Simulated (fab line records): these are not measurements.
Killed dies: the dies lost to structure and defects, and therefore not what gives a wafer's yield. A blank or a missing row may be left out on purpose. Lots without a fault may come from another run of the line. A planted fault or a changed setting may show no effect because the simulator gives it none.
Chamber matching    flow n5_finfet    N5_BEOL_M0_CUTY_DESCUM_61 on rie_diel-02 has 4 sister chambers
The step chemistry O2, time 7.9 s. 4 wafers are shown with their chamber, then 9 later ones without.

== EACH WAFER AND ITS CHAMBER ==
wafer   chamber  showerhead_plenum_p_Torr (Torr)
L087.6  3        2.16
L088.1  2        2.16
L088.3  0        1.99
L088.4  1        2.09

== WAFERS WITHOUT THEIR CHAMBER ==
wafer   showerhead_plenum_p_Torr (Torr)
L090.1  2.16
L090.2  2.16
L090.4  2.09
L091.4  2.16
L091.5  2.09
L091.6  1.99
L096.3  2.08
L096.5  2.15
L096.6  2.16

== WHICH CHAMBER EACH WENT THROUGH ==
wafer   from the rows above      in truth
L090.1  can't be placed: 2 or 3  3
L090.2  can't be placed: 2 or 3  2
L090.4  1                        1
L091.4  can't be placed: 2 or 3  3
L091.5  1                        1
L091.6  0                        0
L096.3  1                        1
L096.5  can't be placed: 2 or 3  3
L096.6  can't be placed: 2 or 3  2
Placed correctly: 4 of 9. Cannot be placed on the basis of these rows: 5; the candidates contain the true chamber in 5. Wrongly placed: 0.
How it was worked out, from the rows above alone: a wafer's distance from a chamber is the root of the sum, over the readings, of the square of ((its reading less the chamber's mean) divided by the reading's scatter). If the next closest chamber is less than 2 further off than the closest, the wafer can't be placed; otherwise it belongs to the closest. For every chamber, the mean is computed from those of its wafers that are shown. The scatter: with one shown wafer a chamber, the root of the mean of the squares of how far each hidden wafer lies from its nearest shown one.
